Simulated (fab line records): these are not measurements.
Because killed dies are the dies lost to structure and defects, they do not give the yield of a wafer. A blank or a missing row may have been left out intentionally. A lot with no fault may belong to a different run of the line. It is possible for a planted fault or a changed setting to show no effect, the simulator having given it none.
Struck lot and sound lot, side by side || flow nand_harc || 13 steps out of a route of 1159
Sound: these wafers, L248.2, L248.5, L248.6. Wafers struck: L257.1, L257.4, L257.6. The cause comes at the end.
Order at every step that has rows: each side's tool, ch and its chambers, its first start. Under that, the readings that differ: sound wafers || struck wafers || difference of the means || sigmas: that difference in standard deviations of wafers without a fault.
alike: a reading whose means differ by less than 2 such deviations, as well as words and numbers matching on both sides. not compared: withheld readings; readings where some wafer has no value; bounds like >300 that might hide an equal value; numbers whose values overlap and for which the record gives no deviation.
A row with sigmas, a row that says differs or no value, or rows on one side alone: a step with any of these is where the two part. Numbers that don't overlap but have no deviation are shown without sigmas and don't part them. Lack of a reading on every wafer of one side parts them only where that side has two or more wafers.

NHARC_P_CONTACT_DEP_30: deposits SiNx, target thk 30 nm.
  sound on pecvd-04 ch 0,1,2, day 8 16:15; struck on pecvd-02 ch 1,2, day 10 09:16
  alike: heater_power_w, susceptor_temp_C
NHARC_P_CONTACT_DEP_00: deposits SiO2, target thk 500 nm.
  sound: pecvd-04 ch 0,1,2; struck: pecvd-02 ch 1,2
  alike: heater_power_w, susceptor_temp_C, throttle_valve_pct
NHARC_P_CONTACT_CMP_01: polishes SiO2, target thk 200 nm.
  sound on cmp-04 ch 0,1,2, day 8 16:56; struck on cmp-03 ch 0,1,3, day 10 09:56
  alike: motor_current_A
then, 8 steps without rows for these wafers: NHARC_P_CONTACT_SRD_03; NHARC_P_CONTACT_DEHYDRATE_04 (time 120 s); NHARC_P_CONTACT_HMDS_05 (time 30 s); NHARC_P_CONTACT_COAT_33 (time 75 s); NHARC_P_CONTACT_COAT_34 (time 65 s); NHARC_P_CONTACT_COAT_06 (resist thk 90 nm); NHARC_P_CONTACT_SOFTBAKE_07 (time 55 s); NHARC_P_CONTACT_EBR_08.
NHARC_P_CONTACT_EXPOSE_09: exposes mask P CA, target cd 90 nm.
  struck on arfi_scanner-01, day 10 10:31; sound on arfi_scanner-03 ch 0, day 8 17:28
  no value came back on the struck wafers for exposure_dose_mJ_cm2, focus_offset_nm (nm), reticle_temp_C (C); on the sound wafers exposure_dose_mJ_cm2 reads 81.27 81.28 81.39
  alike: mask
then, 1 step without rows for these wafers: NHARC_P_CONTACT_PEB_10 (peb time 65 s).

## WHERE THEY PART
Only at NHARC_P_CONTACT_EXPOSE_09, as far as this record shows.

WHY: what the simulator had put in
Entire step skipped (arfi_scanner-01, NHARC_P_CONTACT_EXPOSE_09), from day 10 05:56 onward. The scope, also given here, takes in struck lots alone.
